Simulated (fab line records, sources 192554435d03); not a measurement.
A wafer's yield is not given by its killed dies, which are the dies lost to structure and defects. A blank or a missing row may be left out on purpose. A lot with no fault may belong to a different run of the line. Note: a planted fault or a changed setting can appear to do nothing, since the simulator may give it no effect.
Which tool is to blame? + flow n5Finfet + 14 lots with 42 wafers sampled at 4 steps, on a route of 1938 steps

## WHAT EACH GAUGE READ, for each wafer
N5_BEOL_M14_OVL_MEAS_11.
| lot  | measured     | on         | V13_OVL (nm) |
|------|--------------|------------|--------------|
| L313 | day 11 01:30 | overlay-02 | 1 0 -1       |
| L316 | day 11 10:37 | overlay-01 | -1 0 -4      |
| L314 | day 11 10:55 | overlay-02 | 5 6 4        |
| L317 | day 11 15:05 | overlay-02 | - - -        |
| L318 | day 12 04:59 | overlay-02 | - - -        |
| L320 | day 13 03:50 | overlay-01 | -2 1 -1      |
| L326 | day 14 09:35 | overlay-02 | -5 2 -5      |
| L328 | day 14 23:11 | overlay-01 | -4 0 -2      |
| L330 | day 15 15:55 | overlay-02 | 1 -5 8       |
| L331 | day 15 19:37 | overlay-02 | 5 10 2       |
| L332 | day 16 08:02 | overlay-01 | 0 5 10       |
| L335 | day 16 14:09 | overlay-02 | -1 -5 3      |
| L334 | day 16 21:08 | overlay-02 | 2 5 14       |
| L336 | day 17 11:57 | overlay-01 | 8 -2 9       |

## TOOL THAT RAN EACH LOT (tool first, then ch and the chambers of the sampled wafers, then the start)
| lot  | N5_BEOL_M13_PRE_CLEAN_42    | N5_BEOL_M13_SPUTTER_43      | N5_BEOL_M14_PEB_08               |
|------|-----------------------------|-----------------------------|----------------------------------|
| L313 | pvdSputter-01, day 10 23:30 | pvdSputter-01, day 10 23:32 | lithoTrack-03 ch 0, day 11 01:22 |
| L316 | pvdSputter-01, day 11 08:41 | pvdSputter-01, day 11 08:44 | lithoTrack-05 ch 0, day 11 10:28 |
| L314 | pvdSputter-01, day 11 09:01 | pvdSputter-01, day 11 09:03 | lithoTrack-05 ch 0, day 11 10:47 |
| L317 | pvdSputter-01, day 11 13:10 | pvdSputter-01, day 11 13:13 | lithoTrack-05, day 11 14:56      |
| L318 | pvdSputter-03, day 12 02:46 | pvdSputter-03, day 12 02:48 | lithoTrack-02, day 12 04:50      |
| L320 | pvdSputter-02, day 13 02:03 | pvdSputter-02, day 13 02:05 | lithoTrack-02 ch 0, day 13 03:41 |
| L326 | pvdSputter-03, day 14 07:17 | pvdSputter-03, day 14 07:19 | lithoTrack-03 ch 0, day 14 09:26 |
| L328 | pvdSputter-01, day 14 20:56 | pvdSputter-01, day 14 20:58 | lithoTrack-05 ch 0, day 14 23:03 |
| L330 | pvdSputter-03, day 15 13:24 | pvdSputter-03, day 15 13:26 | lithoTrack-02 ch 0, day 15 15:46 |
| L331 | pvdSputter-03, day 15 17:49 | pvdSputter-03, day 15 17:52 | lithoTrack-02 ch 0, day 15 19:28 |
| L332 | pvdSputter-03, day 16 05:59 | pvdSputter-03, day 16 06:02 | lithoTrack-02 ch 0, day 16 07:53 |
| L335 | pvdSputter-01, day 16 12:02 | pvdSputter-01, day 16 12:05 | lithoTrack-03 ch 0, day 16 14:00 |
| L334 | pvdSputter-02, day 16 19:20 | pvdSputter-02, day 16 19:22 | lithoTrack-05 ch 0, day 16 20:59 |
| L336 | pvdSputter-01, day 17 09:47 | pvdSputter-01, day 17 09:49 | lithoTrack-02 ch 0, day 17 11:48 |
- N5_BEOL_M13_PRE_CLEAN_42: time 30 s.
- N5_BEOL_M13_SPUTTER_43: material TaN, target thk 15 nm, time 24.19 s.
- N5_BEOL_M14_PEB_08: peb time 90 s.

## WHAT THE TOOLS THEMSELVES READ (means of the sampled wafers that have a number; where no wafer has one, the mark that the record gives instead)
N5_BEOL_M13_PRE_CLEAN_42.
| lot  | tool          | heaterPowerW (W) |
|------|---------------|------------------|
| L313 | pvdSputter-01 | 330              |
| L316 | pvdSputter-01 | 326              |
| L314 | pvdSputter-01 | 330              |
| L317 | pvdSputter-01 | 366              |
| L318 | pvdSputter-03 | 315              |
| L320 | pvdSputter-02 | 329              |
| L326 | pvdSputter-03 | 334              |
| L328 | pvdSputter-01 | 318              |
| L330 | pvdSputter-03 | 332              |
| L331 | pvdSputter-03 | 315              |
| L332 | pvdSputter-03 | 329              |
| L335 | pvdSputter-01 | 346              |
| L334 | pvdSputter-02 | 339              |
| L336 | pvdSputter-01 | 367              |

N5_BEOL_M13_SPUTTER_43.
| lot  | tool          | throttleValvePct (%) |
|------|---------------|----------------------|
| L313 | pvdSputter-01 | 30.3                 |
| L316 | pvdSputter-01 | 29.9                 |
| L314 | pvdSputter-01 | 31.0                 |
| L317 | pvdSputter-01 | 30.6                 |
| L318 | pvdSputter-03 | 30.2                 |
| L320 | pvdSputter-02 | 28.9                 |
| L326 | pvdSputter-03 | 30.0                 |
| L328 | pvdSputter-01 | 30.4                 |
| L330 | pvdSputter-03 | 29.6                 |
| L331 | pvdSputter-03 | 29.9                 |
| L332 | pvdSputter-03 | 30.7                 |
| L335 | pvdSputter-01 | 30.1                 |
| L334 | pvdSputter-02 | 29.4                 |
| L336 | pvdSputter-01 | 30.2                 |

N5_BEOL_M14_PEB_08.
| lot  | tool          | chillPlateTempC (C) | exhaustPa (Pa) |
|------|---------------|---------------------|----------------|
| L313 | lithoTrack-03 | 23.00               | 44.9           |
| L316 | lithoTrack-05 | 22.98               | 44.7           |
| L314 | lithoTrack-05 | 22.98               | 44.9           |
| L317 | lithoTrack-05 | -                   | -              |
| L318 | lithoTrack-02 | -                   | -              |
| L320 | lithoTrack-02 | 22.83               | 43.7           |
| L326 | lithoTrack-03 | 23.12               | 45.4           |
| L328 | lithoTrack-05 | 23.05               | 44.3           |
| L330 | lithoTrack-02 | 22.88               | 45.5           |
| L331 | lithoTrack-02 | 23.13               | 44.1           |
| L332 | lithoTrack-02 | 22.99               | 45.4           |
| L335 | lithoTrack-03 | 23.12               | 45.0           |
| L334 | lithoTrack-05 | 23.05               | 44.5           |
| L336 | lithoTrack-02 | 23.03               | 43.9           |

## THE ANSWER, worked out from the rows above alone
Rule: usual is defined by the lots themselves. The widest of any qualifying gaps counts: lots, ordered by their means at a reading, are off when they make up no more than a third of the lots, leave a main group of 4 or more, and stand apart from it by 3 or more times the standard deviation of that group's means. Not used: any main group whose means are identical at the precision the tables above print for the reading. Also off: a lot with no number at a reading for which 4 or more lots have one. The other lots that the step has rows for count as sound. The gauges are gone through in route order, then the tools' own readings, and for those a lot's mean is taken as printed above. At the first step where some lot is off, the reading lying furthest off is the one used; lots without a number count as furthest.
Off: L317, L318, seen at N5_BEOL_M14_OVL_MEAS_11 (V13_OVL). Without a number there: L317, L318. For the main group the mean is 2 nm and the standard deviation 3.4.
If a tool, at a process step before that reading, ran all the lots that are off and no sound lot after the first of them, it fits. Not tried: the gauges at N5_BEOL_M14_OVL_MEAS_11; whatever is off there is also off at N5_BEOL_M14_PEB_08, on other tools, and gauge error can't account for it. Of those tried, none fits.

## WHAT THE SIMULATOR PUT IN
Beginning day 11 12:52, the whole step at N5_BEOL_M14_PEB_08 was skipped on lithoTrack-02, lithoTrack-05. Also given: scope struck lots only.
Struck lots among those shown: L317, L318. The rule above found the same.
